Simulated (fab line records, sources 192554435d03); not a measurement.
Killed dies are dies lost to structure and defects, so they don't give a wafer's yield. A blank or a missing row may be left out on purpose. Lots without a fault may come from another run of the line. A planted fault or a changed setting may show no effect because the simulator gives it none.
Chamber matching | flow n5_finfet | N5_BEOL_M0_TRENCH_ETCH_107 on rie_diel-03: 4 sister chambers
The step etches SiOC in C4F6/O2, target depth 32.8 nm, time 16.4 s. 4 wafers are shown with their chamber, then 9 later ones without.

WAFERS WITH THEIR CHAMBER
wafer  | chamber | rf_vpp_V (V)
L088.5 | 2       | 674
L093.1 | 0       | 641
L093.3 | 3       | 673
L093.4 | 1       | 698

WAFERS WITHOUT THEIR CHAMBER
wafer  | rf_vpp_V (V)
L094.2 | 641
L094.3 | 672
L094.5 | 697
L095.4 | 672
L095.5 | 676
L095.6 | 696
L096.4 | 675
L096.5 | 643
L096.6 | 673

WHICH CHAMBER EACH WENT THROUGH
wafer  | from the rows above     | in truth
L094.2 | 0                       | 0
L094.3 | can't be placed: 3 or 2 | 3
L094.5 | 1                       | 1
L095.4 | can't be placed: 3 or 2 | 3
L095.5 | can't be placed: 2 or 3 | 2
L095.6 | 1                       | 1
L096.4 | can't be placed: 2 or 3 | 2
L096.5 | 0                       | 0
L096.6 | can't be placed: 3 or 2 | 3
Placed correctly: 4 of 9. Can't be placed from these rows: 5 (the true chamber is among the candidates in 5). Placed wrongly: 0.
How it was worked out, from the rows above alone: a wafer's distance from a chamber is the root of the sum, over the readings, of the square of ((its reading less the chamber's mean) divided by the reading's scatter). The wafer belongs to the nearest chamber; if the next one is less than 2 further off, it can't be placed. A chamber's mean is the mean of its shown wafers. The scatter: with one shown wafer a chamber, the root of the mean of the squares of how far each hidden wafer lies from its nearest shown one.
